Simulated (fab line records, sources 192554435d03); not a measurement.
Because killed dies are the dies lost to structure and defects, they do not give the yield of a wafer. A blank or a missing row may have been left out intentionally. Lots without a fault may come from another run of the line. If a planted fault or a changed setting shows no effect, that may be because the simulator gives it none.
Which of the tools did it? ; flow n5 finfet ; Sampling: 24 lots, 72 wafers, 5 of 1938 route steps

WHAT THE GAUGES READ, wafer by wafer
N5_FIN_CUT_CD_MEAS_08: the cd target is 29.1 nm. Usual: cd nm 29.08 nm, standard deviation 0.23.
lot;measured;on;cd nm (nm);flag
L074;day 2 02:43;cd sem-03;29.37 28.77 28.87;
L075;day 2 10:40;cd sem-01;29.64 29.19 29.40;
L076;day 2 14:04;cd sem-01;29.07 28.90 29.13;
L077;day 2 21:03;cd sem-03;29.26 28.87 29.02;
L078;day 3 03:33;cd sem-03;29.28 29.22 28.87;
L079;day 3 12:08;cd sem-03;29.26 28.93 28.94;
L080;day 3 16:11;cd sem-01;29.51 29.13 29.30;
L081;day 3 20:47;cd sem-03;29.29 29.28 29.04;
L082;day 4 02:51;cd sem-02;28.95 28.91 29.13;
L083;day 4 08:43;cd sem-01;29.47 28.83 29.20;
L084;day 4 14:41;cd sem-02;28.82 28.67 29.19;
L085;day 4 21:51;cd sem-01;29.00 29.22 28.97;
L086;day 5 03:58;cd sem-01;29.47 29.47 29.16;
L087;day 5 10:19;cd sem-01;28.85 29.59 28.90;
L088;day 5 15:38;cd sem-02;28.31 28.84 28.39;
L089;day 5 20:22;cd sem-03;28.78 29.01 29.21;
L090;day 6 05:29;cd sem-01;29.11 28.93 29.44;
L091;day 6 10:28;cd sem-01;29.24 29.01 29.19;
L092;day 6 16:35;cd sem-02;29.49 28.91 28.96;
L093;day 7 02:48;cd sem-01;29.19 29.33 29.48;
L094;day 7 04:00;cd sem-03;28.99 29.13 29.29;
L095;day 7 08:42;cd sem-02;29.00 28.84 28.80;
L096;day 7 17:35;cd sem-01;29.27 29.17 28.96;
L097;day 7 19:54;cd sem-03;29.46 28.99 28.98;

WHAT TOOL EACH LOT RAN ON (gives the tool, then ch and the chambers of the sampled wafers, and finally the start)
lot;N5_FIN_SAQP_PECVD_48;N5_FIN_SAQP_STRIP_55;N5_FIN_SAQP_RECESS_75;N5_FIN_SAQP_MANDREL1_REMOVE_56
L074;pecvd-03 ch 0,1, day 1 21:22;rie diel-06 ch 0,2,3, day 1 22:25;vapor etch-02 ch 0,1, day 1 22:45;rie si-04 ch 1,3, day 1 23:57
L075;pecvd-01 ch 0,1,2, day 2 05:01;rie diel-06 ch 0,1,2, day 2 05:58;vapor etch-02 ch 0,1, day 2 06:19;rie si-04 ch 0,1,2, day 2 07:40
L076;pecvd-04 ch 0,1,2, day 2 08:43;rie diel-03 ch 0,2, day 2 09:57;vapor etch-01 ch 0,1, day 2 10:17;rie si-04 ch 1,2, day 2 11:28
L077;pecvd-01 ch 1,2, day 2 15:26;rie diel-03 ch 0,1,3, day 2 16:37;vapor etch-01 ch 0,1, day 2 16:56;rie si-04 ch 0,1,2, day 2 18:08
L078;pecvd-04 ch 0,2, day 2 21:50;rie diel-01 ch 1,2, day 2 23:07;vapor etch-01 ch 0,1, day 2 23:40;rie si-04 ch 1,2,3, day 3 00:51
L079;pecvd-03 ch 0,1,2, day 3 05:08;rie diel-06 ch 0,1,3, day 3 06:13;vapor etch-01 ch 0,1, day 3 06:32;rie si-04 ch 0,1,2, day 3 09:08
L080;pecvd-01 ch 1,2, day 3 10:08;rie diel-03 ch 1,2,3, day 3 11:45;vapor etch-01 ch 1, day 3 12:05;rie si-04 ch 1,2, day 3 13:16
L081;pecvd-04 ch 0,1, day 3 15:11;rie diel-06 ch 0,1, day 3 16:32;vapor etch-02 ch 0,1, day 3 16:52;rie si-04 ch 0,1,2, day 3 18:03
L082;pecvd-03 ch 2, day 3 20:45;rie diel-03 ch 1,2,3, day 3 21:46;vapor etch-02 ch 0, day 3 22:07;rie si-04 ch 1,2,3, day 3 23:20
L083;pecvd-04 ch 0,2, day 4 03:07;rie diel-06 ch 0,1, day 4 04:38;vapor etch-01 ch 0,1, day 4 04:57;rie si-06 ch 0,3, day 4 06:10
L084;pecvd-04 ch 1,2, day 4 09:31;rie diel-06 ch 0,3, day 4 10:31;vapor etch-02 ch 0, day 4 10:50;rie si-01 ch 0,1,3, day 4 12:03
L085;pecvd-04 ch 1,2, day 4 14:53;rie diel-03 ch 0,2,3, day 4 15:59;vapor etch-02 ch 0,1, day 4 16:26;rie si-06 ch 0,1, day 4 18:20
L086;pecvd-04 ch 0,2, day 4 21:17;rie diel-01 ch 0,1,3, day 4 22:17;vapor etch-01 ch 0,1, day 4 22:57;rie si-04 ch 1,2,3, day 5 01:02
L087;pecvd-03 ch 0,1,2, day 5 02:34;rie diel-03 ch 1,2,3, day 5 03:45;vapor etch-01 ch 0,1, day 5 04:05;rie si-06 ch 1,3, day 5 07:06
L088;pecvd-03 ch 0,2, day 5 09:48;rie diel-06 ch 0,2,3, day 5 10:54;vapor etch-02 ch 0,1, day 5 11:13;rie si-04 ch 0,1,2, day 5 12:43
L089;pecvd-04 ch 0,2, day 5 15:21;rie diel-06 ch 0,2,3, day 5 16:19;vapor etch-02 ch 0,1, day 5 16:38;rie si-06 ch 0,3, day 5 17:50
L090;pecvd-03 ch 1,2, day 5 22:17;rie diel-06 ch 0,1,3, day 6 00:39;vapor etch-02 ch 0,1, day 6 00:59;rie si-06 ch 2,3, day 6 02:40
L091;pecvd-01 ch 0,1,2, day 6 05:11;rie diel-06 ch 2,3, day 6 06:08;vapor etch-02 ch 0,1, day 6 06:35;rie si-06 ch 1,2, day 6 07:39
L092;pecvd-04 ch 0,1,2, day 6 11:05;rie diel-01 ch 1,2,3, day 6 12:13;vapor etch-01 ch 0,1, day 6 12:40;rie si-04 ch 3, day 6 13:49
L093;pecvd-01 ch 1,2, day 6 21:39;rie diel-03 ch 1,2, day 6 22:44;vapor etch-01 ch 0,1, day 6 23:10;rie si-01 ch 0,1,2, day 7 00:14
L094;pecvd-04 ch 0,1,2, day 6 22:38;rie diel-03 ch 1,2, day 6 23:57;vapor etch-01 ch 0,1, day 7 00:16;rie si-04 ch 1,3, day 7 01:28
L095;pecvd-01 ch 0,1, day 7 03:37;rie diel-01 ch 1,2,3, day 7 04:38;vapor etch-01 ch 0,1, day 7 04:58;rie si-06 ch 1,2,3, day 7 06:09
L096;pecvd-01 ch 1,2, day 7 09:44;rie diel-06 ch 0,1,2, day 7 11:24;vapor etch-01 ch 0,1, day 7 13:10;rie si-06 ch 0,1,2, day 7 14:33
L097;pecvd-04 ch 0,1,2, day 7 14:38;rie diel-03 ch 0,1,3, day 7 15:44;vapor etch-02 ch 0,1, day 7 16:03;rie si-06 ch 0,1,2, day 7 17:14
- N5_FIN_SAQP_PECVD_48: deposits SiNx from SiH4/NH3/N2, target thk 25 nm, time 22.1 s.
- N5_FIN_SAQP_STRIP_55: strips in N2/H2.
- N5_FIN_SAQP_RECESS_75: chemistry HF/NH3, target SiO2, target depth 14.4 nm, afs cycles 3, sublimation time 60 s.
- N5_FIN_SAQP_MANDREL1_REMOVE_56: chemistry HBr/Cl2/O2, target a-Si, stops on SiNx, bt time 10 s.

WHAT THE TOOLS THEMSELVES READ (means of the sampled wafers that have a number; where no wafer has one, the mark that the record gives instead)
N5_FIN_SAQP_PECVD_48. Usual: chamber pressure Torr 1.500 Torr, standard deviation 0.0032; heater power w 742 W, standard deviation 100; showerhead plenum p Torr 5.12 Torr, standard deviation 0.058; throttle valve pct 39.9 %, standard deviation 2.9.
lot;tool;chamber pressure Torr (Torr);heater power w (W);showerhead plenum p Torr (Torr);throttle valve pct (%);flag
L074;pecvd-03;1.502;679;5.10;39.8;
L075;pecvd-01;1.500;716;5.12;41.4;
L076;pecvd-04;1.501;813;5.11;39.0;
L077;pecvd-01;1.501;754;5.12;44.3;
L078;pecvd-04;1.502;814;5.12;40.2;
L079;pecvd-03;1.501;725;5.12;39.2;
L080;pecvd-01;1.504;716;5.19;41.8;
L081;pecvd-04;1.498;800;5.12;41.1;
L082;pecvd-03;1.500;617;5.18;36.9;
L083;pecvd-04;1.502;770;5.12;40.1;
L084;pecvd-04;1.502;723;5.10;37.1;
L085;pecvd-04;1.504;738;5.11;37.1;
L086;pecvd-04;1.498;735;5.10;38.3;
L087;pecvd-03;1.497;692;5.13;39.1;
L088;pecvd-03;1.499;664;5.15;38.7;
L089;pecvd-04;1.498;730;5.10;38.2;
L090;pecvd-03;1.500;592;5.17;37.6;
L091;pecvd-01;1.499;736;5.13;41.6;
L092;pecvd-04;1.503;788;5.12;39.2;
L093;pecvd-01;1.499;767;5.19;42.0;
L094;pecvd-04;1.499;755;5.11;39.1;
L095;pecvd-01;1.499;797;5.05;41.4;
L096;pecvd-01;1.501;763;5.13;44.5;
L097;pecvd-04;1.500;793;5.11;39.2;

N5_FIN_SAQP_STRIP_55. Usual: drypump motor current A 5.8 A, standard deviation 0.52; h2 flow sccm 300.1 sccm, standard deviation 0.9; oes product au 0.76 a.u., standard deviation 0.075; rf vpp V 121.8 V, standard deviation 1.5; showerhead plenum p Torr 3.38 Torr, standard deviation 0.13; throttle valve pct 18.9 %, standard deviation 0.42.
lot;tool;drypump motor current A (A);h2 flow sccm (sccm);oes product au (a.u.);rf vpp V (V);showerhead plenum p Torr (Torr);throttle valve pct (%);flag
L074;rie diel-06;5.8;300.1;0.73;122.1;3.34;19.0;
L075;rie diel-06;6.2;300.4;0.75;122.1;3.44;18.9;
L076;rie diel-03;5.1;298.4;0.74;121.8;3.44;19.1;
L077;rie diel-03;5.5;300.8;0.77;122.4;3.40;18.7;
L078;rie diel-01;5.6;300.2;0.77;121.7;3.31;18.4;
L079;rie diel-06;5.9;300.3;0.74;121.4;3.38;18.8;
L080;rie diel-03;5.5;299.6;0.83;121.5;3.40;19.0;
L081;rie diel-06;6.1;300.3;0.74;122.3;3.48;18.8;
L082;rie diel-03;5.5;300.5;0.83;121.8;3.39;19.0;
L083;rie diel-06;6.0;299.6;0.73;120.9;3.47;18.8;
L084;rie diel-06;5.6;299.0;0.72;120.9;3.37;18.9;
L085;rie diel-03;5.4;300.7;0.91;121.1;3.37;18.9;
L086;rie diel-01;6.2;300.9;0.73;121.0;3.38;18.6;
L087;rie diel-03;5.5;300.2;0.81;121.9;3.39;19.0;
L088;rie diel-06;5.8;300.4;0.71;121.8;3.32;19.1;
L089;rie diel-06;5.8;299.7;0.71;122.9;3.32;19.1;
L090;rie diel-06;5.9;300.1;0.72;123.4;3.37;18.8;
L091;rie diel-06;5.7;299.4;0.69;122.1;3.22;19.1;
L092;rie diel-01;5.9;299.7;0.74;123.3;3.40;18.7;
L093;rie diel-03;5.2;300.3;0.81;122.7;3.44;19.5;
L094;rie diel-03;5.2;301.6;0.80;121.1;3.44;19.5;
L095;rie diel-01;5.9;300.7;0.74;121.0;3.39;18.7;
L096;rie diel-06;6.2;299.8;0.70;120.7;3.42;19.0;
L097;rie diel-03;5.6;300.3;0.81;122.9;3.38;18.7;

N5_FIN_SAQP_RECESS_75. Usual: drypump motor current A 5.7 A, standard deviation 0.5.
lot;tool;drypump motor current A (A);flag
L074;vapor etch-02;6.0;
L075;vapor etch-02;6.0;
L076;vapor etch-01;5.8;
L077;vapor etch-01;5.8;
L078;vapor etch-01;5.8;
L079;vapor etch-01;5.5;
L080;vapor etch-01;6.2;
L081;vapor etch-02;6.0;
L082;vapor etch-02;6.3;
L083;vapor etch-01;5.9;
L084;vapor etch-02;6.2;
L085;vapor etch-02;5.8;
L086;vapor etch-01;5.8;
L087;vapor etch-01;5.4;
L088;vapor etch-02;6.0;
L089;vapor etch-02;5.8;
L090;vapor etch-02;6.0;
L091;vapor etch-02;6.0;
L092;vapor etch-01;5.8;
L093;vapor etch-01;5.4;
L094;vapor etch-01;5.8;
L095;vapor etch-01;5.4;
L096;vapor etch-01;5.5;
L097;vapor etch-02;6.0;

N5_FIN_SAQP_MANDREL1_REMOVE_56. Usual: drypump motor current A 5.9 A, standard deviation 0.37; oes product au 0.994 a.u., standard deviation 0.018; throttle valve pct 36.69 %, standard deviation 0.23.
lot;tool;drypump motor current A (A);oes product au (a.u.);throttle valve pct (%);flag
L074;rie si-04;6.2;0.993;36.72;
L075;rie si-04;5.9;1.001;36.72;
L076;rie si-04;6.1;0.994;36.57;
L077;rie si-04;5.9;0.994;36.70;
L078;rie si-04;5.9;0.992;36.69;
L079;rie si-04;5.9;0.994;36.71;
L080;rie si-04;6.1;0.975;36.57;
L081;rie si-04;5.9;0.990;36.71;
L082;rie si-04;5.9;1.001;36.68;
L083;rie si-06;5.9;0.978;36.52;
L084;rie si-01;5.8;1.011;36.80;
L085;rie si-06;6.2;0.975;36.45;
L086;rie si-04;5.9;0.994;36.69;
L087;rie si-06;6.3;1.019;36.72;
L088;rie si-04;5.9;0.997;36.71;
L089;rie si-06;5.9;0.973;36.52;
L090;rie si-06;5.6;1.006;36.72;
L091;rie si-06;6.2;1.008;36.58;
L092;rie si-04;5.8;1.003;36.95;
L093;rie si-01;5.5;1.006;36.61;
L094;rie si-04;6.2;0.999;36.73;
L095;rie si-06;5.9;1.008;36.64;
L096;rie si-06;6.0;0.989;36.49;
L097;rie si-06;6.1;0.987;36.50;

THE ANSWER, worked out from the rows above alone
Rule: lot off if the mean of its wafers having a number is beyond 3 standard deviations from the usual mean. A lot without any number at a reading at which 4 lots or more have one is off too. The other lots that the step has rows for count as sound. After the gauges, taken in route order, come the tools' own readings; for these a lot's mean is taken, as printed above. At the first step where some lot is off, the reading lying furthest off is the one used; lots without a number count as furthest.
No lot is off on any of the readings shown, so nothing can be concluded from this.

WHAT THE SIMULATOR PUT IN
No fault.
